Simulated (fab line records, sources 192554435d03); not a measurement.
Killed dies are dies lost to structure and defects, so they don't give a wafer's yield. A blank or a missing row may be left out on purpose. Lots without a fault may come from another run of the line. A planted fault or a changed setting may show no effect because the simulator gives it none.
One fault seen from 2 desks | flow n5_finfet | each desk has only its own numbers; what lay behind them comes last

THE TOOL OWNER'S DESK: euv_scanner-01
The tool's own readings at N5_BEOL_M0_SAQP_EXPOSE_37 (exposes mask M0 CUT1, target cd 30 nm): means of the sampled wafers that have a number, for each lot that ran on this tool. A lot is out of limits, marked OUT, if its mean lies more than 4 standard deviations from the usual mean; the brackets give that distance.
Columns: A = stage_msd_nm at N5_BEOL_M0_SAQP_EXPOSE_37, usual 0.842 nm
lot  | first seen here | A
L864 | day 6 10:52     | 0.816
L867 | day 7 05:27     | 0.814
L869 | day 7 22:30     | 0.811
L871 | day 8 10:02     | 0.809
L874 | day 9 05:54     | 0.807
L876 | day 9 13:24     | 0.808
This desk's finding: nothing out of limits on any of the 6 lots.

THE METROLOGY DESK
What the gauges read, lot by lot, whatever tool the lot ran on: means of the sampled wafers that have a number. A lot is out of limits, marked OUT, if its mean lies more than 4 standard deviations from the usual mean; the brackets give that distance. Of its 12 readings 7 are shown: the one that was out of limits first, and those that lie furthest out on some lot.
Columns: A = cd_nm at N5_BEOL_M0_SAQP_CD_MEAS_29, usual 15.03 nm; B = M0_CUT1_OVL at N5_BEOL_M0_SAQP_OVL_MEAS_41, usual -0.3 nm; C = DIBL_P at N5_BEOL_M4_RC_MEAS_101, usual 35.3 mV/V; D = ION_N at N5_BEOL_M4_RC_MEAS_101, usual 667 uA/um; E = ION_P at N5_BEOL_M4_RC_MEAS_101, usual 456 uA/um; F = VT_N at N5_BEOL_M4_RC_MEAS_101, usual 251 mV; G = VT_P at N5_BEOL_M4_RC_MEAS_101, usual -252 mV
lot  | first seen here | A     | B              | C    | D   | E   | F   | G
L864 | day 6 10:34     | 14.94 | -0.8           | 38.1 | 671 | 457 | 250 | -253
L867 | day 7 05:17     | 14.80 | -0.3           | 34.3 | 649 | 448 | 255 | -257
L869 | day 7 22:19     | 15.11 | -0.7           | 35.5 | 669 | 464 | 250 | -246
L871 | day 8 09:44     | 15.18 | -0.2           | 33.9 | 666 | 455 | 252 | -252
L874 | day 9 05:35     | 14.75 | 12.6 (+18) OUT | 34.9 | 662 | 451 | 251 | -252
L876 | day 9 13:05     | 15.06 | 12.3 (+17) OUT | 36.6 | 668 | 460 | 248 | -249
L877 | day 9 19:07     | 14.79 | -1.4           | 34.1 | 658 | 453 | 254 | -252
L878 | day 9 22:02     | 15.15 | -0.4           | 34.8 | 666 | 455 | 249 | -253
L879 | day 10 06:39    | 14.95 | -0.2           | 35.5 | 664 | 447 | 251 | -253
This desk's finding: out of limits on L874, L876; first on L874, day 9 06:04 (M0_CUT1_OVL at N5_BEOL_M0_SAQP_OVL_MEAS_41). In limits: L864, L867, L869, L871, L877, L878, L879.

PUT TOGETHER
The metrology desk could have raised an alarm at day 9 06:04, on L874, L876.
The tool owner's desk saw nothing out of limits.
The tool owner's desk has L874, L876 on record, within its limits.
Of the lots named, all ran N5_BEOL_M0_SAQP_EXPOSE_37 on euv_scanner-01.

WHAT THE SIMULATOR HAD PUT IN
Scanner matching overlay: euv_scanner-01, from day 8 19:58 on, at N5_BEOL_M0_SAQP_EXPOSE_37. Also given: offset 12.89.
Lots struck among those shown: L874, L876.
Hours from the fault's start to each desk's first reading out of limits: the metrology desk, 10.
